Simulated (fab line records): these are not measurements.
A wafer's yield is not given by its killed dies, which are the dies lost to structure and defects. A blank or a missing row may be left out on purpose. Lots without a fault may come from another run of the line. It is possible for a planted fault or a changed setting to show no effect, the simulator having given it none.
Which tool was responsible? + flow nandHarc + 42 wafers from 14 lots sampled at 5 of the route's 1159 steps

## WHAT THE GAUGES READ, wafer by wafer
NHARC_P_GATE_CD_MEAS_59 targets a cd of 720 nm. Usual: 720.2 nm for cdNm, sd 1.7.
| lot  | measured     | on       | cdNm (nm)         | flag |
|------|--------------|----------|-------------------|------|
| L828 | day 5 10:04  | cdSem-02 | 720.7 724.2 720.2 |      |
| L830 | day 5 16:38  | cdSem-03 | 716.3 719.8 719.5 |      |
| L829 | day 5 17:10  | cdSem-01 | 717.9 718.3 719.5 |      |
| L831 | day 5 22:44  | cdSem-03 | 720.7 718.2 721.3 |      |
| L832 | day 6 10:43  | cdSem-01 | 720.2 721.9 723.3 |      |
| L837 | day 7 11:04  | cdSem-01 | 719.8 719.1 721.3 |      |
| L836 | day 7 11:17  | cdSem-01 | 719.4 720.1 720.3 |      |
| L842 | day 8 21:46  | cdSem-01 | 719.6 719.3 717.9 |      |
| L843 | day 9 05:26  | cdSem-01 | 721.1 723.1 718.8 |      |
| L847 | day 10 02:28 | cdSem-01 | 719.6 719.8 719.2 |      |
| L848 | day 10 08:25 | cdSem-02 | 719.3 721.6 722.1 |      |
| L849 | day 10 13:43 | cdSem-01 | 722.1 721.6 722.1 |      |
| L850 | day 10 19:37 | cdSem-02 | 718.5 720.1 720.2 |      |
| L851 | day 11 09:16 | cdSem-02 | 720.2 717.4 719.5 |      |

NHARC_P_CONTACT_OVL_MEAS_13. Usual: overlayXNm 0.2 nm, standard deviation 0.81; overlayYNm 0.2 nm, standard deviation 0.97.
| lot  | measured     | on         | overlayXNm (nm) | overlayYNm (nm) | flag |
|------|--------------|------------|-----------------|-----------------|------|
| L828 | day 5 16:40  | overlay-01 | -0.1 -0.1 -0.5  | 0.4 -0.6 0.5    |      |
| L830 | day 5 23:21  | overlay-01 | 0.8 0.8 0.1     | -1.0 -0.7 -0.7  |      |
| L829 | day 6 00:40  | overlay-01 | -0.1 0.1 0.3    | 0.1 0.0 -0.4    |      |
| L831 | day 6 06:02  | overlay-02 | -0.8 -0.9 -0.8  | 1.0 0.4 0.5     |      |
| L832 | day 6 17:05  | overlay-01 | 1.2 0.7 0.8     | 2.6 2.4 2.5     |      |
| L837 | day 7 17:26  | overlay-02 | 1.0 1.2 1.0     | -0.8 -1.2 -0.3  |      |
| L836 | day 7 17:46  | overlay-02 | -0.4 -1.5 -1.4  | -0.8 -1.0 -0.6  |      |
| L842 | day 9 05:09  | overlay-01 | 0.7 -0.4 -0.4   | 0.7 0.5 0.5     |      |
| L843 | day 9 11:50  | overlay-02 | 0.4 1.1 0.7     | 0.5 0.9 1.0     |      |
| L847 | day 10 08:59 | overlay-01 | 2.4 2.3 2.2     | 0.3 0.2 0.3     |      |
| L848 | day 10 14:56 | overlay-02 | -0.2 0.8 0.2    | 1.3 1.6 1.8     |      |
| L849 | day 10 20:12 | overlay-02 | -0.2 -1.1 -0.3  | -0.4 0.4 -0.7   |      |
| L850 | day 11 02:05 | overlay-01 | 0.8 0.5 0.7     | -1.3 -1.3 -1.2  |      |
| L851 | day 11 20:14 | overlay-01 | 0.0 -0.2 0.6    | 0.7 1.3 1.3     |      |

NHARC_END_SORT_01. Usual: killedAtArray 29, standard deviation 11; killedAtOther 0.5, standard deviation 0.8; killedAtPeriphery 3.5, standard deviation 2.8; killedDies 33, standard deviation 12; killedOpen 3.1, standard deviation 1.8; killedShort 1.8, standard deviation 1.4.
| lot  | measured     | on        | killedAtArray | killedAtOther | killedAtPeriphery | killedDies | killedOpen | killedShort | flag |
|------|--------------|-----------|---------------|---------------|-------------------|------------|------------|-------------|------|
| L832 | day 20 20:37 | prober-02 | 38 42 41      | 1 0 0         | 1 3 6             | 40 45 47   | 2 1 6      | 2 4 1       |      |
| L836 | day 21 22:52 | prober-02 | 40 35 46      | 0 0 0         | 10 3 8            | 50 38 54   | 1 1 1      | 3 1 1       |      |
| L842 | day 22 19:23 | prober-01 | 18 15 24      | 1 2 1         | 3 11 3            | 22 28 28   | 2 2 4      | 3 2 1       |      |
| L843 | day 23 22:25 | prober-02 | 32 33 39      | 0 0 0         | 1 1 2             | 33 34 41   | 2 2 3      | 0 0 1       |      |
| L847 | day 24 06:12 | prober-02 | 43 39 44      | 0 0 0         | 7 5 3             | 50 44 47   | 3 1 3      | 2 1 1       |      |
| L848 | day 25 01:31 | prober-02 | 31 46 42      | 2 1 4         | 9 5 7             | 42 52 53   | 2 3 5      | 0 4 3       |      |

## TOOL THAT RAN EACH LOT (tool first, then ch and the chambers of the sampled wafers, then the start)
| lot  | NHARC_P_CONTACT_DEP_00          | NHARC_P_CONTACT_CMP_01        |
|------|---------------------------------|-------------------------------|
| L828 | pecvd-04 ch 0,1, day 5 15:19    | cmp-04 ch 0,1,2, day 5 15:44  |
| L830 | pecvd-01 ch 0,1, day 5 21:58    | cmp-04 ch 0,1,2, day 5 22:26  |
| L829 | pecvd-01 ch 0,2, day 5 23:16    | cmp-03 ch 0,3, day 5 23:45    |
| L831 | pecvd-01 ch 0,1, day 6 04:41    | cmp-01 ch 0,1,2, day 6 05:11  |
| L832 | pecvd-02 ch 0,1,2, day 6 15:41  | cmp-01 ch 0,3, day 6 16:11    |
| L837 | pecvd-01 ch 0,2, day 7 16:15    | cmp-04 ch 0,2,3, day 7 16:40  |
| L836 | pecvd-04 ch 0,2, day 7 16:34    | cmp-01 ch 0,3, day 7 16:58    |
| L842 | pecvd-01 ch 0,1, day 9 03:46    | cmp-03 ch 0,3, day 9 04:13    |
| L843 | pecvd-01 ch 0,1,2, day 9 10:34  | cmp-01 ch 1,2, day 9 11:02    |
| L847 | pecvd-02 ch 0,2, day 10 07:44   | cmp-01 ch 0,1,2, day 10 08:11 |
| L848 | pecvd-04 ch 0,1,2, day 10 13:34 | cmp-03 ch 0,1,3, day 10 14:01 |
| L849 | pecvd-04 ch 0,1,2, day 10 18:58 | cmp-01 ch 1,2, day 10 19:24   |
| L850 | pecvd-02 ch 0,1,2, day 11 00:49 | cmp-04 ch 1,2,3, day 11 01:13 |
| L851 | pecvd-02 ch 0,1,2, day 11 14:50 | cmp-04 ch 0,1,3, day 11 15:22 |
- NHARC_P_CONTACT_DEP_00: deposits SiO2, target thk 500 nm.
- NHARC_P_CONTACT_CMP_01: polishes SiO2, target thk 200 nm.

## WHAT THE TOOLS THEMSELVES READ (means of the sampled wafers that have a number; where no wafer has one, the mark that the record gives instead)
NHARC_P_CONTACT_DEP_00. Usual: heaterPowerW 570 W, standard deviation 88; rfFwdPowerW 898.2 W, standard deviation 2.7; showerheadVppV 1833 V, standard deviation 81; throttleValvePct 15.8 %, standard deviation 0.5.
| lot  | tool     | heaterPowerW (W) | rfFwdPowerW (W) | showerheadVppV (V) | throttleValvePct (%) | flag |
|------|----------|------------------|-----------------|--------------------|----------------------|------|
| L828 | pecvd-04 | 494              | 894.5           | 1872               | 16.0                 |      |
| L830 | pecvd-01 | 607              | 892.9           | 1759               | 15.8                 |      |
| L829 | pecvd-01 | 503              | 897.9           | 1877               | 15.8                 |      |
| L831 | pecvd-01 | 602              | 899.2           | 1726               | 16.0                 |      |
| L832 | pecvd-02 | 581              | 899.8           | 1827               | 15.6                 |      |
| L837 | pecvd-01 | 592              | 897.6           | 1815               | 15.7                 |      |
| L836 | pecvd-04 | 595              | 898.4           | 1893               | 15.6                 |      |
| L842 | pecvd-01 | 429              | 1258.3          | 2066               | 16.0                 | OFF  |
| L843 | pecvd-01 | 421              | 1257.3          | 2147               | 16.0                 | OFF  |
| L847 | pecvd-02 | 487              | 899.5           | 1806               | 15.1                 |      |
| L848 | pecvd-04 | 549              | 899.3           | 1901               | 15.7                 |      |
| L849 | pecvd-04 | 573              | 896.4           | 1891               | 15.7                 |      |
| L850 | pecvd-02 | 595              | 897.8           | 1795               | 15.5                 |      |
| L851 | pecvd-02 | 613              | 898.6           | 1811               | 15.3                 |      |

NHARC_P_CONTACT_CMP_01. Usual: 11.6 A for motorCurrentA, sd 1.2.
| lot  | tool   | motorCurrentA (A) | flag |
|------|--------|-------------------|------|
| L828 | cmp-04 | 11.0              |      |
| L830 | cmp-04 | 11.0              |      |
| L829 | cmp-03 | 11.9              |      |
| L831 | cmp-01 | 11.7              |      |
| L832 | cmp-01 | 12.6              |      |
| L837 | cmp-04 | 11.3              |      |
| L836 | cmp-01 | 12.7              |      |
| L842 | cmp-03 | 12.4              |      |
| L843 | cmp-01 | 10.9              |      |
| L847 | cmp-01 | 11.4              |      |
| L848 | cmp-03 | 12.5              |      |
| L849 | cmp-01 | 11.2              |      |
| L850 | cmp-04 | 11.4              |      |
| L851 | cmp-04 | 10.1              |      |

## THE ANSWER, worked out from the rows above alone
Rule: a lot is off if the mean of its wafers that have a number lies more than 3 standard deviations from the usual mean. Also off: a lot with no number at a reading for which 4 or more lots have one. Any other lot the step has rows for is counted as sound. First the gauges in route order, then the tools' own readings, where a lot's mean is used as printed above. At the first step where some lot is off, the reading lying furthest off is the one used; lots without a number count as furthest.
Off, at NHARC_P_CONTACT_DEP_00 on rfFwdPowerW: L842, L843.
A tool fits if, at that step or a process step before it, it ran every lot that is off, and no sound lot after the first of them. One fits: pecvd-01 at NHARC_P_CONTACT_DEP_00. Its last sound lot is L837 (day 7 16:15), its first lot that is off L842 (day 9 03:46): a fault that began between those two fits.
The tool's own readings at NHARC_P_CONTACT_DEP_00 bear it out: on the lots that are off they differ by more than 5 times the standard deviation of the sound lots' means. rfFwdPowerW reads 1257.8 W there against 897.7 W on the sound lots; showerheadVppV reads 2106 V there against 1831 V on the sound lots.

## WHAT HAD BEEN PUT IN BY THE SIMULATOR
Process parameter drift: pecvd-01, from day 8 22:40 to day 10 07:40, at NHARC_P_CONTACT_DEP_00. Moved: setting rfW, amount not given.
Struck lots among those shown: L842, L843. This agrees with what the rule above found.
